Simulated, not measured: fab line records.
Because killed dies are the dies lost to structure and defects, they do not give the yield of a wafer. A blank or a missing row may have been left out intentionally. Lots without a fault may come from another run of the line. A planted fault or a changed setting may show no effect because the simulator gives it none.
Which tool is to blame? | flow n5 finfet | Sampling: 11 lots, 31 wafers, 2 of 1938 route steps

## WHAT THE GAUGES SHOWED, per wafer
N5_BEOL_M11_CD_MEAS_18: pitch 140 nm, target cd 70 nm. Usual: 70.1 nm for cd nm, sd 0.48.
lot  | measured     | on        | cd nm (nm)     | flag
L580 | day 12 19:26 | cd sem-02 | 69.6 69.9 70.1 |
L582 | day 12 20:19 | cd sem-03 | 70.0 70.0 70.6 |
L579 | day 12 20:28 | cd sem-01 | 69.8 70.5 70.0 |
L581 | day 12 20:46 | cd sem-02 | 69.9 69.9 69.5 |
L583 | day 13 14:09 | cd sem-02 | 70.9 70.6 70.3 |
L591 | day 16 10:11 | cd sem-02 | 69.4 70.8      |
L597 | day 17 12:55 | cd sem-03 | 69.8 69.5 70.0 |
L593 | day 17 15:10 | cd sem-01 | 70.0 70.0      |
L596 | day 18 01:14 | cd sem-02 | 69.3 70.2 69.2 |
L595 | day 18 03:04 | cd sem-03 | 70.3 70.3 70.4 |
L599 | day 18 19:31 | cd sem-02 | 69.9 69.6 69.5 |

## WHICH TOOL RAN EACH LOT (tool, then ch and the chambers of the sampled wafers, then the start)
lot  | N5_BEOL_M11_DESCUM_16
L580 | rie diel-04 ch 0,2,3, day 12 18:58
L582 | rie diel-01 ch 0,1,2, day 12 19:37
L579 | rie diel-04 ch 0,2, day 12 19:56
L581 | rie diel-04 ch 1,2, day 12 20:19
L583 | rie diel-01 ch 1,2,3, day 13 13:40
L591 | rie diel-02 ch 1,2, day 16 09:33
L597 | rie diel-04 ch 1,3, day 17 12:27
L593 | rie diel-01 ch 0,2, day 17 14:40
L596 | rie diel-01 ch 0,1,2, day 18 00:47
L595 | rie diel-02 ch 0,3, day 18 02:37
L599 | rie diel-01 ch 1,2,3, day 18 19:01
- N5_BEOL_M11_DESCUM_16: chemistry O2, time 7.9 s.

## AS READ BY THE TOOLS THEMSELVES (means over the sampled wafers that have a number; for cases with no such wafer, the mark the record gives instead)
N5_BEOL_M11_DESCUM_16. Usual: drypump motor current A 5.4 A, standard deviation 0.46; oes product au 0.78 a.u., standard deviation 0.097; rf vpp V 243.9 V, standard deviation 1.2; showerhead plenum p Torr 2.14 Torr, standard deviation 0.051; throttle valve pct 20.42 %, standard deviation 0.19.
lot  | tool        | drypump motor current A (A) | oes product au (a.u.) | rf vpp V (V) | showerhead plenum p Torr (Torr) | throttle valve pct (%) | flag
L580 | rie diel-04 | 5.7                         | 0.78                  | 242.8        | 2.10                            | 20.44                  |
L582 | rie diel-01 | 5.4                         | 0.81                  | 243.6        | 2.14                            | 20.45                  |
L579 | rie diel-04 | 5.7                         | 0.78                  | 242.8        | 2.09                            | 20.50                  |
L581 | rie diel-04 | 5.9                         | 0.86                  | 244.5        | 2.17                            | 20.30                  |
L583 | rie diel-01 | 5.2                         | 0.80                  | 243.7        | 2.13                            | 20.46                  |
L591 | rie diel-02 | 4.9                         | 0.76                  | 244.8        | 2.18                            | 20.60                  |
L597 | rie diel-04 | 5.8                         | 0.76                  | 244.2        | 2.13                            | 20.34                  |
L593 | rie diel-01 | 5.2                         | 0.70                  | 244.7        | 2.12                            | 20.54                  |
L596 | rie diel-01 | 5.4                         | 0.75                  | 243.7        | 2.12                            | 20.52                  |
L595 | rie diel-02 | 5.3                         | 0.82                  | 244.0        | 2.17                            | 20.23                  |
L599 | rie diel-01 | 5.2                         | 0.75                  | 244.4        | 2.12                            | 20.51                  |

## THE ANSWER, worked out from the rows above alone
Rule: a lot counts as off when the mean over its wafers that have a number is more than 3 standard deviations away from the usual mean. A lot without any number at a reading at which 4 lots or more have one is off too. All remaining lots with rows at the step are treated as sound. First the gauges in route order, then the tools' own readings, where a lot's mean is used as printed above. At the first step where some lot is off, the reading lying furthest off is the one used; lots without a number count as furthest.
No lot is off on any of the readings shown, so nothing can be concluded from this.

## WHAT THE SIMULATOR HAD INSERTED
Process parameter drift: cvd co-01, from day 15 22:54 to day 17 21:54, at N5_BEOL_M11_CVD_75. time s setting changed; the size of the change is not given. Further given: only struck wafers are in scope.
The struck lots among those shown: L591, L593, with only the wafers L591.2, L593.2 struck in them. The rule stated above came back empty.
